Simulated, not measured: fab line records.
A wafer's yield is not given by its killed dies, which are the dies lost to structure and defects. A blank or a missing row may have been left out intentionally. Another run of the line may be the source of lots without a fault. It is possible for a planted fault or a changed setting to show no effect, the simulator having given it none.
Matching of chambers + flow nandHarc + NHARC_A_SLIT_ETCH_24 on rieDiel-02 has 4 sister chambers
The step etches the open film in CF4/CHF3, target depth 121 nm, time 60.5 s. 16 wafers are shown with their chamber, then 8 later ones without.

WAFERS WITH THEIR CHAMBER
| wafer  | chamber | showerheadPlenumPTorr (Torr) | drypumpMotorCurrentA (A) | oesProductAu (a.u.) |
|--------|---------|------------------------------|--------------------------|---------------------|
| L075.2 | 0       | 1.56                         | 6.3                      | 0.953               |
| L075.4 | 2       | 1.48                         | 5.8                      | 0.981               |
| L075.6 | 2       | 1.48                         | 5.8                      | 0.988               |
| L081.2 | 1       | 1.49                         | 5.6                      | 0.965               |
| L081.4 | 2       | 1.48                         | 5.8                      | 0.972               |
| L081.6 | 1       | 1.49                         | 5.6                      | 0.970               |
| L084.1 | 2       | 1.48                         | 5.8                      | 0.972               |
| L084.2 | 1       | 1.49                         | 5.6                      | 0.963               |
| L084.6 | 3       | 1.55                         | 5.6                      | 0.973               |
| L088.2 | 1       | 1.49                         | 5.6                      | 0.963               |
| L088.4 | 3       | 1.55                         | 5.7                      | 0.982               |
| L088.6 | 3       | 1.55                         | 5.6                      | 0.982               |
| L091.1 | 1       | 1.49                         | 5.6                      | 0.966               |
| L091.4 | 3       | 1.55                         | 5.6                      | 0.948               |
| L091.6 | 0       | 1.55                         | 6.4                      | 0.946               |
| L090.1 | 1       | 1.49                         | 5.7                      | 0.967               |

SIGNATURES (means of the wafers above)
| reading               | chamber 0 | chamber 1 | chamber 2 | chamber 3 | scatter within a chamber |
|-----------------------|-----------|-----------|-----------|-----------|--------------------------|
| showerheadPlenumPTorr | 1.5550    | 1.4900    | 1.4800    | 1.5500    | 0.00204                  |
| drypumpMotorCurrentA  | 6.350     | 5.617     | 5.800     | 5.625     | 0.0417                   |
| oesProductAu          | 0.94950   | 0.96567   | 0.97825   | 0.97125   | 0.0092                   |
Rule: distance of a wafer from a chamber = root of the sum over the readings of ((wafer's reading minus chamber's mean) / reading's scatter) squared. The wafer belongs to the nearest chamber; if the next one is less than 2 further off, it can't be placed. The scatter is the square root of a quotient: the sum, over the shown wafers, of each reading's squared deviation from its chamber's mean, divided by wafers minus chambers.

WAFERS MISSING THEIR CHAMBER
| wafer  | showerheadPlenumPTorr (Torr) | drypumpMotorCurrentA (A) | oesProductAu (a.u.) |
|--------|------------------------------|--------------------------|---------------------|
| L090.3 | 1.55                         | 6.3                      | 0.974               |
| L090.6 | 1.49                         | 5.6                      | 0.963               |
| L092.3 | 1.49                         | 5.6                      | 0.946               |
| L092.4 | 1.55                         | 5.7                      | 0.972               |
| L092.6 | 1.48                         | 5.8                      | 0.973               |
| L096.2 | 1.55                         | 5.7                      | 0.961               |
| L096.4 | 1.55                         | 6.4                      | 0.962               |
| L096.6 | 1.55                         | 6.4                      | 0.970               |

WHICH CHAMBER EACH WENT THROUGH
| wafer  | from the rows above | in truth |
|--------|---------------------|----------|
| L090.3 | 0                   | 0        |
| L090.6 | 1                   | 1        |
| L092.3 | 1                   | 1        |
| L092.4 | 3                   | 3        |
| L092.6 | 2                   | 2        |
| L096.2 | 3                   | 3        |
| L096.4 | 0                   | 0        |
| L096.6 | 0                   | 0        |
8 of 8 placed correctly. Not placeable from these rows: 0. Placed wrongly: 0.
